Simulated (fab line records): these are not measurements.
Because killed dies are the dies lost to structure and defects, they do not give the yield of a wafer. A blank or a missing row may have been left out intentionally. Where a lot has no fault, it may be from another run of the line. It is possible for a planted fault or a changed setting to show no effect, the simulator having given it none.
The tool behind it: which one?    flow nand-harc    12 lots, 33 wafers sampled, at 5 steps of a route of 1159

WHAT THE GAUGES SHOWED, per wafer
NHARC_END_SORT_01. Usual: killed-at-array 28, standard deviation 11; killed-at-other 0.9, standard deviation 1.2; killed-at-periphery 2.6, standard deviation 2.1; killed-dies 31, standard deviation 11; killed-open 3.1, standard deviation 1.7; killed-short 1.9, standard deviation 1.3.
lot   measured      on         killed-at-array  killed-at-other  killed-at-periphery  killed-dies  killed-open  killed-short  flag
L263  day 25 00:22  prober-02  18               1                3                    22           3            2             
L267  day 24 15:48  prober-02  53               0                1                    54           6            3             
L269  day 25 21:37  prober-01  20               0                2                    22           3            1             

TOOL THAT RAN EACH LOT (tool first, then ch and the chambers of the sampled wafers, then the start)
lot   NHARC_A_STAIRCASE_DESCUM_186        NHARC_A_STAIRCASE_TRIM_193                     NHARC_A_STAIRCASE_TRIM_196          NHARC_A_STAIRCASE_TRIM_198
L257  rie-diel-09 ch 0,3, day 10 08:00    rie-diel-09 ch 1,2, day 10 09:52 or earlier    rie-diel-13 ch 0,1, day 10 09:52    rie-diel-13 ch 0,1, day 10 10:18
L258  rie-diel-13 ch 1,2,3, day 11 15:44  rie-diel-13 ch 0,1,2, day 11 18:45 or earlier  rie-diel-13 ch 0,3, day 11 18:45    rie-diel-13 ch 0,2,3, day 11 19:10
L259  rie-diel-11 ch 1,2,3, day 11 15:54  rie-diel-11 ch 0,1,2, day 11 19:13 or earlier  rie-diel-13 ch 0,2,3, day 11 19:13  rie-diel-13 ch 0,1,2, day 11 19:37
L261  rie-diel-13 ch 0,2,3, day 11 21:22  rie-diel-13 ch 0,1,3, day 11 22:47 or earlier  rie-diel-13 ch 1,2,3, day 11 22:47  rie-diel-13 ch 1,2, day 11 23:11
L262  rie-diel-11 ch 0,1,2, day 12 00:17  rie-diel-11 ch 1,2,3, day 12 01:29 or earlier  rie-diel-09 ch 2,3, day 12 01:29    rie-diel-09 ch 1,2, day 12 01:46
L263  rie-diel-13 ch 2,3, day 13 04:38    rie-diel-13 ch 1,3, day 13 06:14 or earlier    rie-diel-09 ch 0,3, day 13 06:14    rie-diel-09 ch 0,2, day 13 06:34
L267  rie-diel-09 ch 0,3, day 13 08:09    rie-diel-09 ch 0,2, day 13 09:37 or earlier    rie-diel-09 ch 2, day 13 09:37      rie-diel-09 ch 2,3, day 13 10:01
L266  rie-diel-09 ch 0,2, day 13 08:41    rie-diel-09 ch 0,2, day 13 10:18 or earlier    rie-diel-11 ch 2,3, day 13 10:18    rie-diel-11 ch 1,2,3, day 13 10:35
L269  rie-diel-11 ch 0,1, day 14 00:56    rie-diel-11 ch 0,3, day 14 02:35 or earlier    rie-diel-09 ch 2,3, day 14 02:35    rie-diel-09 ch 0,3, day 14 02:58
L275  rie-diel-13 ch 2,3, day 15 13:52    rie-diel-13 ch 0,1,2, day 15 14:59 or earlier  rie-diel-13 ch 2,3, day 15 14:59    rie-diel-13 ch 1,2, day 15 15:18
L277  rie-diel-11 ch 1,2, day 15 17:50    rie-diel-11 ch 1,2, day 15 19:06 or earlier    rie-diel-11 ch 2,3, day 15 19:06    rie-diel-11 ch 0,3, day 15 19:22
L280  rie-diel-09 ch 0,2, day 16 19:02    rie-diel-09 ch 0,1,3, day 16 20:14 or earlier  rie-diel-09 ch 0,1, day 16 20:14    rie-diel-09 ch 1,3, day 16 20:32
- NHARC_A_STAIRCASE_DESCUM_186: chemistry O2, time 3 s.
- NHARC_A_STAIRCASE_TRIM_193: chemistry O2, time 211.2 s.
- NHARC_A_STAIRCASE_TRIM_196: chemistry O2, time 211.2 s.
- NHARC_A_STAIRCASE_TRIM_198: chemistry O2, time 211.2 s.

WHAT THE TOOLS THEMSELVES READ (means of the sampled wafers that have a number; where no wafer has one, the mark that the record gives instead)
NHARC_A_STAIRCASE_DESCUM_186. Usual: drypump-motor-current-A 5.6 A, standard deviation 0.42; oes-product-au 1.001 a.u., standard deviation 0.009; rf-vpp-V 57.7 V, standard deviation 0.91; showerhead-plenum-p-Torr 1.89 Torr, standard deviation 0.087; throttle-valve-pct 11.312 %, standard deviation 0.0097.
lot   tool         drypump-motor-current-A (A)  oes-product-au (a.u.)  rf-vpp-V (V)  showerhead-plenum-p-Torr (Torr)  throttle-valve-pct (%)  flag
L257  rie-diel-09  5.1                          1.006                  58.3          1.89                             11.316                  
L258  rie-diel-13  5.8                          0.993                  57.0          1.81                             11.307                  
L259  rie-diel-11  5.7                          0.999                  57.4          1.90                             11.313                  
L261  rie-diel-13  5.9                          0.993                  57.1          1.84                             11.312                  
L262  rie-diel-11  5.6                          1.009                  57.4          1.87                             11.310                  
L263  rie-diel-13  6.1                          1.000                  57.6          1.94                             11.317                  
L267  rie-diel-09  5.0                          1.004                  57.2          1.87                             11.306                  
L266  rie-diel-09  5.0                          0.995                  56.8          1.85                             11.310                  
L269  rie-diel-11  5.6                          1.006                  57.5          1.86                             11.312                  
L275  rie-diel-13  6.3                          0.996                  58.1          1.98                             11.306                  
L277  rie-diel-11  5.8                          1.011                  57.4          1.89                             11.316                  
L280  rie-diel-09  5.1                          0.998                  57.5          1.88                             11.314                  

NHARC_A_STAIRCASE_TRIM_193. Usual: drypump-motor-current-A 5.6 A, standard deviation 0.39; oes-product-au 1.002 a.u., standard deviation 0.0086; rf-vpp-V 57.8 V, standard deviation 0.86; showerhead-plenum-p-Torr 3.49 Torr, standard deviation 0.14; throttle-valve-pct 17.037 %, standard deviation 0.0093.
lot   tool         drypump-motor-current-A (A)  oes-product-au (a.u.)  rf-vpp-V (V)  showerhead-plenum-p-Torr (Torr)  throttle-valve-pct (%)  flag
L257  rie-diel-09  5.3                          0.992                  57.4          3.47                             17.045                  
L258  rie-diel-13  5.5                          0.996                  57.6          3.46                             17.029                  
L259  rie-diel-11  5.6                          1.010                  58.0          3.46                             17.043                  
L261  rie-diel-13  5.8                          0.990                  57.0          3.44                             17.036                  
L262  rie-diel-11  5.8                          1.003                  57.3          3.50                             17.033                  
L263  rie-diel-13  6.0                          1.011                  59.2          3.63                             17.038                  
L267  rie-diel-09  5.1                          1.000                  58.3          3.46                             17.042                  
L266  rie-diel-09  5.1                          0.997                  58.3          3.49                             17.037                  
L269  rie-diel-11  5.7                          1.003                  56.9          3.38                             17.026                  
L275  rie-diel-13  5.5                          1.010                  58.2          3.45                             17.045                  
L277  rie-diel-11  5.7                          1.010                  57.5          3.52                             17.037                  
L280  rie-diel-09  5.2                          0.993                  58.6          3.55                             17.037                  

NHARC_A_STAIRCASE_TRIM_196. Usual: drypump-motor-current-A 5.5 A, standard deviation 0.41; oes-product-au 1.001 a.u., standard deviation 0.0091; rf-vpp-V 57.8 V, standard deviation 0.91; showerhead-plenum-p-Torr 3.50 Torr, standard deviation 0.15; throttle-valve-pct 17.036 %, standard deviation 0.009.
lot   tool         drypump-motor-current-A (A)  oes-product-au (a.u.)  rf-vpp-V (V)  showerhead-plenum-p-Torr (Torr)  throttle-valve-pct (%)  flag
L257  rie-diel-13  5.5                          1.004                  58.4          3.55                             17.032                  
L258  rie-diel-13  6.2                          0.995                  57.0          3.38                             17.047                  
L259  rie-diel-13  5.9                          0.995                  57.7          3.40                             17.033                  
L261  rie-diel-13  5.9                          0.989                  57.5          3.35                             17.028                  
L262  rie-diel-09  5.3                          0.997                  58.2          3.56                             17.035                  
L263  rie-diel-09  5.0                          1.005                  58.0          3.45                             17.032                  
L267  rie-diel-09  5.3                          0.988                  57.9          3.56                             17.039                  
L266  rie-diel-11  5.8                          0.996                  57.5          3.45                             17.034                  
L269  rie-diel-09  5.2                          0.998                  56.8          3.54                             17.041                  
L275  rie-diel-13  6.3                          1.008                  57.7          3.64                             17.027                  
L277  rie-diel-11  5.8                          1.017                  57.0          3.45                             17.024                  
L280  rie-diel-09  5.0                          1.004                  57.6          3.49                             17.036                  

NHARC_A_STAIRCASE_TRIM_198. Usual: drypump-motor-current-A 5.5 A, standard deviation 0.39; oes-product-au 1.001 a.u., standard deviation 0.0087; rf-vpp-V 57.8 V, standard deviation 0.92; showerhead-plenum-p-Torr 3.49 Torr, standard deviation 0.15; throttle-valve-pct 17.038 %, standard deviation 0.0091.
lot   tool         drypump-motor-current-A (A)  oes-product-au (a.u.)  rf-vpp-V (V)  showerhead-plenum-p-Torr (Torr)  throttle-valve-pct (%)  flag
L257  rie-diel-13  5.4                          0.991                  58.4          3.51                             17.037                  
L258  rie-diel-13  5.9                          0.992                  57.0          3.40                             17.029                  
L259  rie-diel-13  5.5                          0.986                  57.0          3.46                             17.048                  
L261  rie-diel-13  5.6                          0.995                  57.3          3.37                             17.041                  
L262  rie-diel-09  5.4                          0.991                  57.7          3.73                             17.048                  
L263  rie-diel-09  5.0                          1.091                  57.1          3.46                             17.035                  OFF
L267  rie-diel-09  5.2                          1.099                  58.0          3.55                             17.027                  OFF
L266  rie-diel-11  5.7                          0.999                  57.3          3.49                             17.044                  
L269  rie-diel-09  5.0                          1.093                  58.0          3.45                             17.034                  OFF
L275  rie-diel-13  5.6                          1.011                  59.0          3.36                             17.042                  
L277  rie-diel-11  5.7                          1.002                  57.7          3.40                             17.031                  
L280  rie-diel-09  5.4                          1.002                  58.4          3.70                             17.047                  

THE ANSWER, worked out from the rows above alone
Rule: a lot counts as off when the mean over its wafers that have a number is more than 3 standard deviations away from the usual mean. A lot without any number at a reading at which 4 lots or more have one is off too. Any other lot the step has rows for is counted as sound. Order of review: gauges by route order, followed by the tools' own readings, for which a lot's mean as printed above is used. The first step at which some lot is off is used, and at that step the reading that is off furthest; a lot without a number counts as furthest.
Off: L263, L267, L269, at NHARC_A_STAIRCASE_TRIM_198 (oes-product-au).
If a tool, at that step or one of the process steps before it, ran each lot that is off and ran no sound lot following the first of them, it fits. Because NHARC_A_STAIRCASE_TRIM_193 lacks a start for some lots, the hours and order of its lots are taken from NHARC_A_STAIRCASE_TRIM_196. Not one of the candidates tried fits.

WHAT THE SIMULATOR PUT IN
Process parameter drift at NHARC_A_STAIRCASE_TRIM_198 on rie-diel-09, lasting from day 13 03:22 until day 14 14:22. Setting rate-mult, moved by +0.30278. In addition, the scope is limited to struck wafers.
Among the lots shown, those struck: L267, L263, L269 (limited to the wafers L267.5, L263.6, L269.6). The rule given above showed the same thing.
